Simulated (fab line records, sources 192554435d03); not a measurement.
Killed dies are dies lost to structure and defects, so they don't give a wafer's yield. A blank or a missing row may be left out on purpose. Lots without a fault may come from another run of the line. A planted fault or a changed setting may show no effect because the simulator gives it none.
Chamber matching | flow n5_finfet | N5_MOL_CONTACT_COAG_CMP_28 on cmp-04: 4 sister chambers
The step polishes, stops on SiNx, t overpolish 0.85 s, target thk 14.522 nm. 8 wafers are shown with their chamber, then 9 later ones without.

WAFERS WITH THEIR CHAMBER
wafer  | chamber | motor_current_A (A) | time_to_endpoint_s (s)
L078.2 | 1       | 12.4                | 5.0
L081.1 | 0       | 13.5                | 1.0
L081.6 | 0       | 12.5                | 3.5
L082.1 | 3       | 15.1                | 4.0
L082.5 | 2       | 13.7                | 2.3
L084.2 | 3       | 13.9                | 8.0
L084.5 | 1       | 12.8                | 7.4
L084.6 | 2       | 13.9                | 6.7

WAFERS WITHOUT THEIR CHAMBER
wafer  | motor_current_A (A) | time_to_endpoint_s (s)
L087.2 | 15.4                | 4.5
L087.3 | 12.6                | 5.1
L087.6 | 15.5                | 5.9
L094.3 | 14.9                | 6.0
L094.5 | 15.9                | 4.8
L094.6 | 14.2                | 2.0
L097.3 | 14.6                | 1.3
L097.4 | 15.6                | 3.1
L097.5 | 14.1                | 0.5

WHICH CHAMBER EACH WENT THROUGH
wafer  | from the rows above               | in truth
L087.2 | can't be placed: 3 or 2           | 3
L087.3 | can't be placed: 1 or 0 or 2      | 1
L087.6 | can't be placed: 3 or 2           | 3
L094.3 | can't be placed: 3 or 2           | 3
L094.5 | can't be placed: 3 or 2           | 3
L094.6 | can't be placed: 2 or 3 or 0      | 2
L097.3 | can't be placed: 2 or 3 or 0      | 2
L097.4 | can't be placed: 3 or 2           | 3
L097.5 | can't be placed: 2 or 0 or 3 or 1 | 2
Placed correctly: 0 of 9. Can't be placed from these rows: 9 (the true chamber is among the candidates in 9). Placed wrongly: 0.
How it was worked out, from the rows above alone: a wafer's distance from a chamber is the root of the sum, over the readings, of the square of ((its reading less the chamber's mean) divided by the reading's scatter). The wafer belongs to the nearest chamber; if the next one is less than 2 further off, it can't be placed. A chamber's mean is the mean of its shown wafers. The scatter: the root of (the sum of the squares of (reading less its chamber's mean) over the shown wafers, divided by (wafers less chambers)).
